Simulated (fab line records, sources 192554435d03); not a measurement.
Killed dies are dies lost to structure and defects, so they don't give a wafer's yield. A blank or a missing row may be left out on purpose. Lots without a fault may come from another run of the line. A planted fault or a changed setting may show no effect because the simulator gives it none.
Split-lot experiment | flow n5_finfet | 7 lots, 21 wafers read, on a route of 1938 steps

THE SPLIT
At N5_BEOL_M3_COAT_76 (time 60 s, resist thk 5 nm), the setting spin_rpm was moved away from the recipe's 1500 rpm on 11 of the 21 wafers read, by -10.7% to +4.3%. The other wafers ran this setting at the recipe's value.

FROM THE SPLIT TO THE READING: what the file shows between them, 3 steps
- N5_BEOL_M3_COAT_22: resist thk 30 nm
- N5_BEOL_M3_EBR_24
- N5_BEOL_M3_DESCUM_33: chemistry O2, time 7 s

THE READING
etch.depth_nm (the simulator's own value, which no gauge read), in nm, at N5_BEOL_M3_ETCH_77 (etches underlayer in N2/H2, target depth 6.5 nm, time 5.2 s). The file gives no usual value for it. The 10 wafers here that ran the recipe average 4.996 nm, standard deviation 0.014 nm.

wafer  | tool, chamber at the split | spin_rpm as run, rpm | against the recipe | etch.depth_nm, nm | against lot-mates on the recipe
L077.3 | litho_track-02, 0          | 1391                 | -7.3%              | 5.178             | +0.179
L077.4 | litho_track-02, 0          | 1500                 | recipe             | 4.997             | -
L077.5 | litho_track-02, 0          | 1500                 | recipe             | 5                 | -
L079.3 | litho_track-03, 0          | 1500                 | recipe             | 4.982             | -
L079.4 | litho_track-03, 0          | 1500                 | recipe             | 4.99              | -
L079.6 | litho_track-03, 0          | 1500                 | recipe             | 4.968             | -
L080.2 | litho_track-02, 0          | 1380                 | -8.0%              | 5.226             | +0.203
L080.3 | litho_track-02, 0          | 1380                 | -8.0%              | 5.243             | +0.220
L080.6 | litho_track-02, 0          | 1500                 | recipe             | 5.023             | -
L083.2 | litho_track-05, 0          | 1564                 | +4.3%              | 4.902             | -0.092
L083.3 | litho_track-05, 0          | 1564                 | +4.3%              | 4.892             | -0.102
L083.6 | litho_track-05, 0          | 1500                 | recipe             | 4.994             | -
L087.3 | litho_track-05, 0          | 1500                 | recipe             | 5.005             | -
L087.4 | litho_track-05, 0          | 1562                 | +4.1%              | 4.908             | -0.097
L087.5 | litho_track-05, 0          | 1562                 | +4.1%              | 4.911             | -0.094
L090.2 | litho_track-02, 0          | 1413                 | -5.8%              | 5.145             | +0.146
L090.4 | litho_track-02, 0          | 1500                 | recipe             | 4.999             | -
L090.6 | litho_track-02, 0          | 1413                 | -5.8%              | 5.144             | +0.145
L094.2 | litho_track-02, 0          | 1340                 | -10.7%             | 5.285             | +0.287
L094.4 | litho_track-02, 0          | 1500                 | recipe             | 4.998             | -
L094.6 | litho_track-02, 0          | 1340                 | -10.7%             | 5.268             | +0.270

THE FIT
A straight line over all 21 wafers: etch.depth_nm changes by -0.026 nm for each +1% of spin_rpm; r = -0.99; the points scatter about the line by 0.016 nm.
The same after taking each lot's own level away (the mean of its wafers on the recipe; 21 wafers): -0.0253 nm for each +1%; r = -1.00; scatter 0.0077 nm.
On that fit, the largest move of spin_rpm shifts the reading by 0.27 nm.
The lots' own levels span 4.9800 to 5.0230 nm, that is 3.2 times the standard deviation above.
So the lot-to-lot level changes the slope little: the two slopes agree.
Check: with one of the wafers moved furthest among these (-10.7%) left out of the fit, the line predicts +0.269 nm for it against its lot-mates. It came out at +0.287 nm against them.

OTHER SPLITS ON THESE WAFERS
These wafers also went through other splits before the reading. Each is held against what the fit with the lots' levels taken away leaves over:
other split on the same wafers | wafers away from the commonest value | r with etch.depth_nm (lot level and that fit taken away)
N5_BEOL_M0_CUTY_ETCH_63 time_s | 6                                    | +0.02
N5_BEOL_M0_ETCH_128 source_w   | 5                                    | -0.21

THE FILE'S OWN FIT
etch.depth_nm changes by -0.0254 nm for each +1% of spin_rpm, r = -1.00.
